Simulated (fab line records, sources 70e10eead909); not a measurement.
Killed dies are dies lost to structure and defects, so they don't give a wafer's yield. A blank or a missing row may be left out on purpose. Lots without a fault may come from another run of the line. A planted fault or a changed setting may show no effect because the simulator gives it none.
Chamber matching | flow nand_harc | NHARC_A_CONTACT_ETCH_91 on rie_diel-02: 4 sister chambers
The step etches the open film in CH3F/O2, target depth 40 nm, time 85.7 s. 8 wafers are shown with their chamber, then 7 later ones without.

WAFERS WITH THEIR CHAMBER
wafer  | chamber | showerhead_plenum_p_Torr (Torr) | rf_vpp_V (V)
L822.2 | 1       | 2.50                            | 244.2
L822.3 | 2       | 2.29                            | 242.0
L827.3 | 3       | 2.55                            | 245.5
L827.6 | 3       | 2.55                            | 246.0
L829.2 | 1       | 2.50                            | 245.2
L829.3 | 2       | 2.29                            | 240.4
L830.4 | 0       | 2.58                            | 245.6
L830.5 | 0       | 2.59                            | 244.7

WAFERS WITHOUT THEIR CHAMBER
wafer  | showerhead_plenum_p_Torr (Torr) | rf_vpp_V (V)
L830.6 | 2.50                            | 246.2
L833.1 | 2.50                            | 243.4
L833.3 | 2.55                            | 245.5
L833.5 | 2.50                            | 246.6
L835.1 | 2.29                            | 241.5
L835.3 | 2.58                            | 244.8
L835.4 | 2.55                            | 245.9

WHICH CHAMBER EACH WENT THROUGH
wafer  | from the rows above | in truth
L830.6 | 1                   | 1
L833.1 | 1                   | 1
L833.3 | 3                   | 3
L833.5 | 1                   | 1
L835.1 | 2                   | 2
L835.3 | 0                   | 0
L835.4 | 3                   | 3
Placed correctly: 7 of 7. Can't be placed from these rows: 0. Placed wrongly: 0.
How it was worked out, from the rows above alone: a wafer's distance from a chamber is the root of the sum, over the readings, of the square of ((its reading less the chamber's mean) divided by the reading's scatter). The wafer belongs to the nearest chamber; if the next one is less than 2 further off, it can't be placed. A chamber's mean is the mean of its shown wafers. The scatter: the root of (the sum of the squares of (reading less its chamber's mean) over the shown wafers, divided by (wafers less chambers)).
